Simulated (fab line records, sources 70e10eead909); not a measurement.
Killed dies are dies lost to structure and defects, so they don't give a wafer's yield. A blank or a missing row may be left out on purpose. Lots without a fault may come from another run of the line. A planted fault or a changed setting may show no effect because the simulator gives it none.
Which tool did it? | flow nand_harc | 14 lots, 42 wafers sampled, at 6 steps of a route of 1302

WHAT THE GAUGES READ, wafer by wafer
NHARC_P_BONDPAD_THK_MEAS_20: measures by xrf.
lot  | measured     | on            | thk_nm (nm)
L972 | day 6 19:31  | film_metro-01 | 159.4 160.3 160.4
L971 | day 6 20:47  | film_metro-01 | 163.4 161.3 161.7
L973 | day 7 10:00  | film_metro-01 | 159.7 161.2 163.1
L974 | day 7 21:49  | film_metro-02 | 163.2 161.9 160.5
L975 | day 8 05:28  | film_metro-01 | 159.8 161.3 159.0
L976 | day 8 18:33  | film_metro-02 | 160.7 159.5 160.8
L977 | day 9 04:38  | film_metro-01 | 160.2 159.9 158.9
L978 | day 9 16:06  | film_metro-02 | 157.0 160.6 160.8
L979 | day 10 06:52 | film_metro-02 | 161.6 161.3 161.1
L988 | day 13 14:20 | film_metro-01 | 163.5 161.6 164.1
L989 | day 14 08:47 | film_metro-02 | 160.4 161.4 161.3
L990 | day 14 12:58 | film_metro-01 | 163.2 161.5 162.4
L991 | day 15 00:33 | film_metro-01 | 161.4 161.8 160.1
L994 | day 16 01:53 | film_metro-01 | 161.9 161.3 159.5

NHARC_A_ONON_D1_THK_MEAS_05: measures by ellipsometry.
lot  | measured     | on            | thk_nm (nm)
L972 | day 7 19:55  | film_metro-01 | 1006 1006 1006
L971 | day 7 19:55  | film_metro-02 | 995 996 996
L973 | day 8 13:16  | film_metro-02 | 1008 1008 1010
L974 | day 8 22:09  | film_metro-01 | 1002 1002 1003
L975 | day 9 05:31  | film_metro-01 | 995 995 997
L976 | day 9 20:23  | film_metro-01 | 1005 1003 1006
L977 | day 10 05:47 | film_metro-02 | 978 976 977
L978 | day 10 15:39 | film_metro-02 | 1011 1007 1008
L979 | day 11 07:24 | film_metro-02 | 993 995 992
L988 | day 14 15:53 | film_metro-01 | 1001 1000 1001
L989 | day 15 09:06 | film_metro-01 | 1007 1007 1009
L990 | day 15 12:54 | film_metro-02 | 1010 1011 1010
L991 | day 16 00:29 | film_metro-01 | 978 979 979
L994 | day 16 23:07 | film_metro-02 | 1006 1005 1005

NHARC_A_ONON_D1_THK_MEAS_08: measures by ellipsometry.
lot  | measured     | on            | thk_nm (nm)
L972 | day 7 20:29  | film_metro-02 | 985 985 986
L971 | day 7 20:29  | film_metro-01 | 991 992 993
L973 | day 8 13:49  | film_metro-01 | 984 983 983
L974 | day 8 22:43  | film_metro-02 | 1010 1010 1010
L975 | day 9 06:04  | film_metro-01 | 998 998 999
L976 | day 9 20:56  | film_metro-01 | 1008 1007 1009
L977 | day 10 06:20 | film_metro-02 | 1014 1015 1014
L978 | day 10 16:13 | film_metro-02 | 1003 1003 1003
L979 | day 11 07:58 | film_metro-02 | 1006 1006 1007
L988 | day 14 16:26 | film_metro-02 | 1001 1002 1002
L989 | day 15 09:40 | film_metro-02 | 1017 1014 1015
L990 | day 15 13:28 | film_metro-02 | 999 999 999
L991 | day 16 01:02 | film_metro-02 | 1018 1018 1017
L994 | day 16 23:41 | film_metro-02 | 999 1001 1000

NHARC_A_ONON_D1_THK_MEAS_14: measures by ellipsometry.
lot  | measured     | on            | thk_nm (nm)
L972 | day 7 21:38  | film_metro-02 | 982 982 982
L971 | day 7 21:37  | film_metro-01 | 1012 1014 1010
L973 | day 8 14:58  | film_metro-02 | 1000 996 998
L974 | day 8 23:51  | film_metro-02 | 1006 1006 1006
L975 | day 9 07:12  | film_metro-02 | 1011 1012 1013
L976 | day 9 22:05  | film_metro-02 | 1007 1006 1006
L977 | day 10 07:29 | film_metro-01 | 992 993 989
L978 | day 10 17:21 | film_metro-01 | 1002 1004 1005
L979 | day 11 09:06 | film_metro-02 | 995 996 996
L988 | day 14 17:34 | film_metro-02 | 708 707 706
L989 | day 15 10:47 | film_metro-01 | 729 729 728
L990 | day 15 14:36 | film_metro-01 | 1011 1012 1009
L991 | day 16 02:11 | film_metro-02 | 995 992 993
L994 | day 17 00:49 | film_metro-01 | 1003 1000 1004

NHARC_END_SORT_01.
lot  | measured     | on        | killed_at_array | killed_at_other | killed_at_periphery | killed_dies | killed_open | killed_short
L988 | day 31 09:43 | prober-02 | 671 670 675     | 2 1 0           | 4 6 2               | 677 677 677 | 6 3 0       | 4 0 4
L989 | day 33 01:08 | prober-01 | 670 674 668     | 1 1 4           | 6 2 5               | 677 677 677 | 1 4 5       | 5 2 5

WHICH TOOL RAN EACH LOT (tool, then ch and the chambers of the sampled wafers, then the start)
lot  | NHARC_A_ONON_D1_DEP_12
L972 | pecvd_onon-03 ch 0, day 7 21:07
L971 | pecvd_onon-01 ch 0, day 7 21:05
L973 | pecvd_onon-03 ch 0, day 8 14:27
L974 | pecvd_onon-03 ch 0, day 8 23:27
L975 | pecvd_onon-02 ch 0, day 9 06:45
L976 | pecvd_onon-01 ch 0, day 9 21:34
L977 | pecvd_onon-02 ch 0, day 10 06:58
L978 | pecvd_onon-02 ch 0, day 10 16:54
L979 | pecvd_onon-02 ch 0, day 11 08:42
L988 | pecvd_onon-01 ch 0, day 14 17:07
L989 | pecvd_onon-01 ch 0, day 15 10:28
L990 | pecvd_onon-02 ch 0, day 15 14:13
L991 | pecvd_onon-02 ch 0, day 16 01:40
L994 | pecvd_onon-02 ch 0, day 17 00:22
- NHARC_A_ONON_D1_DEP_12: target thk 1000 nm.

WHAT THE TOOLS THEMSELVES READ (means of the sampled wafers that have a number; where no wafer has one, the mark that the record gives instead)
NHARC_A_ONON_D1_DEP_12.
lot  | tool          | susceptor_temp_C (C)
L972 | pecvd_onon-03 | 399.93
L971 | pecvd_onon-01 | 399.98
L973 | pecvd_onon-03 | 399.99
L974 | pecvd_onon-03 | 400.16
L975 | pecvd_onon-02 | 400.36
L976 | pecvd_onon-01 | 399.89
L977 | pecvd_onon-02 | 400.15
L978 | pecvd_onon-02 | 399.84
L979 | pecvd_onon-02 | 399.94
L988 | pecvd_onon-01 | 400.01
L989 | pecvd_onon-01 | 399.91
L990 | pecvd_onon-02 | 399.82
L991 | pecvd_onon-02 | 400.09
L994 | pecvd_onon-02 | 399.91

THE ANSWER, worked out from the rows above alone
Rule: what is usual is taken from the lots themselves. Put in order of their means at a reading, lots are off if they are a third of the lots or fewer, leave a main group of 4 or more, and stand apart from it by a gap of 3 or more times the standard deviation of the main group's means; of several such gaps the widest counts. A main group whose means are all the same, to the digits that the tables above print for the reading, isn't used. A lot without any number at a reading at which 4 lots or more have one is off too. The other lots that the step has rows for count as sound. The gauges are gone through in route order, then the tools' own readings, and for those a lot's mean is taken as printed above. The first step at which some lot is off is used, and at that step the reading that is off furthest; a lot without a number counts as furthest.
Off: L988, L989, at NHARC_A_ONON_D1_THK_MEAS_14 (thk_nm). The main group: mean 1001 nm, standard deviation 8.9.
A tool fits if, at a process step before that reading, it ran every lot that is off, and no sound lot after the first of them. The gauges at NHARC_A_ONON_D1_THK_MEAS_14 are tried like those tools. One fits: pecvd_onon-01 at NHARC_A_ONON_D1_DEP_12. Its last sound lot is L976 (day 9 21:34), its first lot that is off L988 (day 14 17:07): a fault that began between those two fits.

WHAT THE SIMULATOR HAD PUT IN
Process parameter drift: pecvd_onon-01, from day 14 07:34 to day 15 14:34, at NHARC_A_ONON_D1_DEP_12. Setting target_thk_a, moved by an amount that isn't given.
Lots struck among those shown: L988, L989. The rule above found the same.
